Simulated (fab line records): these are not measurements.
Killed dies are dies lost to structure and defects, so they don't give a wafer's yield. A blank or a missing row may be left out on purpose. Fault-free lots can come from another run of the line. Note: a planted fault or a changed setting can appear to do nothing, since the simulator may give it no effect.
Chamber matching | flow n5 finfet | rie diel-02 running N5_BEOL_M0_SAQP_STRIP_86: 4 sister chambers
The step strips in N2/H2. 8 wafers are shown with their chamber, then 10 later ones without.

WAFERS PAIRED WITH THEIR CHAMBERS
wafer  | chamber | drypump motor current A (A) | throttle valve pct (%)
L078.4 | 3       | 4.7                         | 18.50
L083.1 | 0       | 5.8                         | 18.28
L083.6 | 3       | 4.7                         | 18.53
L086.1 | 1       | 6.4                         | 19.06
L086.4 | 1       | 6.4                         | 19.04
L086.5 | 0       | 5.8                         | 18.29
L087.4 | 2       | 6.1                         | 18.88
L087.5 | 2       | 6.2                         | 18.88

WAFERS WITHOUT THEIR CHAMBER
wafer  | drypump motor current A (A) | throttle valve pct (%)
L087.6 | 4.8                         | 18.49
L089.3 | 6.1                         | 18.89
L089.4 | 4.8                         | 18.52
L089.6 | 6.4                         | 19.07
L093.2 | 4.8                         | 18.56
L093.3 | 6.4                         | 19.10
L093.4 | 5.8                         | 18.32
L097.1 | 4.7                         | 18.61
L097.2 | 6.4                         | 19.13
L097.5 | 5.8                         | 18.33

THE CHAMBER EACH PASSED THROUGH
wafer  | from the rows above | in truth
L087.6 | 3                   | 3
L089.3 | 2                   | 2
L089.4 | 3                   | 3
L089.6 | 1                   | 1
L093.2 | 3                   | 3
L093.3 | 1                   | 1
L093.4 | 0                   | 0
L097.1 | 3                   | 3
L097.2 | 1                   | 1
L097.5 | 0                   | 0
10 of 10 placed correctly. Can't be placed from these rows: 0. 0 placed wrongly.
How it was worked out, from the rows above alone: a wafer's distance from a chamber is the root of the sum, over the readings, of the square of ((its reading less the chamber's mean) divided by the reading's scatter). The wafer belongs to the nearest chamber; if the next one is less than 2 further off, it can't be placed. Each chamber's mean is taken over the wafers shown for it. The scatter: take each reading less its chamber's mean, square it, sum over the shown wafers, divide by the number of wafers less the number of chambers, and take the root.
